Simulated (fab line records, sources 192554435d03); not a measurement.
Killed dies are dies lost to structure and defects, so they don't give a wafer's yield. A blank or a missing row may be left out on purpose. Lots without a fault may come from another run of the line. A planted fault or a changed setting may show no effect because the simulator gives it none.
Problem report in the 8D (eight disciplines) form, filled by code | flow n5_finfet | the parts of the form that need people (team, actions taken, sign-off) are left out

1. THE PROBLEM
spin_speed_rpm at N5_DUMMY_GATE_COAT_35 reads a mean of 1824.6 rpm on 6 wafers of 2 lots; wafers without a fault read 1500.0 rpm with a standard deviation of 0.99. That is +99 or more standard deviations from the usual mean.
The step: time 60 s, resist thk 10 nm.
First seen on wafer L525.3, day 5 23:43, on litho_track-05. The record holds 32 wafers of 11 lots with a number at this step. Rule for "out", or "out of limits": more than 4 standard deviations from the usual mean. The other wafers with a number count as sound.

2. WHAT IT IS AND WHAT IT IS NOT
question                    | is                     | is not
which readings at this step | spin_speed_rpm         | exhaust_pa
which lots                  | L525, L528             | L515, L517, L518, L519, L521, L527, L530, L532, L534
which wafers of those lots  | all that have a number | -
read on which tools         | litho_track-05         | litho_track-03, litho_track-04
when                        | from day 5 23:43       | up to then (15 sound wafers); but 11 sound wafers of L527, L530, L532, L534 came after

3. SUSPECTS, AND WHAT RULES EACH OUT
Counting: a tool at a process step up to the reading stays a suspect if it ran every lot that is out and no sound lot after the first of them.
- rtp_anneal-02 at N5_STI_FIN_REVEAL_DENSIFY_30: ruled out as a lasting fault. Sound lots L530, L534 ran on it after its first lot that is out, L525 (day 5 11:49).
- plasma_asher-02 at N5_STI_FIN_REVEAL_OXIDATION_33 (chemistry O2 PLASMA REMOTE, time 20 s): ruled out as a lasting fault. Sound lots L527, L532 ran on it after its first lot that is out, L525 (day 5 14:44).
- litho_track-05 at N5_DUMMY_GATE_COAT_35 (time 60 s, resist thk 10 nm): kept. It ran every lot that is out, first L525 (day 5 23:43), and no sound lot after that; its last sound lot up to then is L519 (day 4 03:38). Its own readings are out on those wafers: spin_speed_rpm.
Left after counting: litho_track-05 at N5_DUMMY_GATE_COAT_35.

4. THE CAUSE (what the simulator had put in)
Process parameter drift: litho_track-05, from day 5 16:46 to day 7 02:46, at N5_DUMMY_GATE_COAT_35. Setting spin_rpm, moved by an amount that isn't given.
Counting left only this tool.

5. THE CHAIN OF EFFECTS, in route order
Each row: a reading whose mean over the struck wafers that have a number lies more than 3 standard deviations from the usual. Only readings for which the record gives a usual standard deviation are gone through. hours: the time from each lot's start at the first step in this table that gives one to its start at this step, as a median over the lots. sigmas: the change in usual standard deviations.
hours | step                  | reading        | usual      | on struck wafers | change | sigmas
0     | N5_DUMMY_GATE_COAT_35 | spin_speed_rpm | 1500.0 rpm | 1824.6           | +324.6 | +99 or more
The process steps in it:
- N5_DUMMY_GATE_COAT_35: time 60 s, resist thk 10 nm.
Later measuring or inspecting steps at which every struck wafer that the step has a row for has a number for every such reading, and none has moved that far: N5_BEOL_M4_RC_MEAS_101.

6. WHAT WOULD HAVE CAUGHT IT SOONER
In this record the first reading out of limits was taken at day 5 23:43, 7 hours after the fault began at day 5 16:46.
